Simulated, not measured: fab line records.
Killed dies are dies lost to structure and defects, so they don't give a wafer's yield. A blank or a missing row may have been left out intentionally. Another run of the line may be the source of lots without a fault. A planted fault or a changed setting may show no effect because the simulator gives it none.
Chamber matching / flow n5_finfet / 3 sister chambers for N5_SDB_HM_DEP_00 on pecvd-03
The step deposits SiNx from SiH4/NH3/N2, target thk 40 nm, time 35.3 s. 3 wafers are shown with their chamber, then 11 later ones without.

WAFERS, EACH WITH ITS CHAMBER
wafer=L085.6; chamber=1; throttle_valve_pct (%)=41.5
wafer=L089.5; chamber=2; throttle_valve_pct (%)=38.7
wafer=L090.3; chamber=0; throttle_valve_pct (%)=38.0

WAFERS WHOSE CHAMBER IS MISSING
wafer=L090.4; throttle_valve_pct (%)=38.7
wafer=L090.6; throttle_valve_pct (%)=41.7
wafer=L092.1; throttle_valve_pct (%)=38.8
wafer=L092.4; throttle_valve_pct (%)=41.4
wafer=L092.6; throttle_valve_pct (%)=38.1
wafer=L091.2; throttle_valve_pct (%)=38.3
wafer=L091.4; throttle_valve_pct (%)=38.7
wafer=L091.5; throttle_valve_pct (%)=41.4
wafer=L094.2; throttle_valve_pct (%)=38.6
wafer=L094.3; throttle_valve_pct (%)=41.4
wafer=L094.6; throttle_valve_pct (%)=38.3

CHAMBER TAKEN BY EACH
wafer=L090.4; from the rows above=2; in truth=2
wafer=L090.6; from the rows above=1; in truth=1
wafer=L092.1; from the rows above=2; in truth=2
wafer=L092.4; from the rows above=1; in truth=1
wafer=L092.6; from the rows above=0; in truth=0
wafer=L091.2; from the rows above=can't be placed: 0 or 2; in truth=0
wafer=L091.4; from the rows above=2; in truth=2
wafer=L091.5; from the rows above=1; in truth=1
wafer=L094.2; from the rows above=2; in truth=2
wafer=L094.3; from the rows above=1; in truth=1
wafer=L094.6; from the rows above=can't be placed: 0 or 2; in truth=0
Placed correctly: 9 of 11. These rows do not allow placing 2 (true chamber among the candidates in 2). Wrongly placed: 0.
How it was worked out, from the rows above alone: a wafer's distance from a chamber is the root of the sum, over the readings, of the square of ((its reading less the chamber's mean) divided by the reading's scatter). If the next closest chamber is less than 2 further off than the closest, the wafer can't be placed; otherwise it belongs to the closest. Each chamber's mean is taken over the wafers shown for it. The scatter (one wafer shown for each chamber): square how far every hidden wafer sits from the nearest shown wafer, average those squares and take the square root.
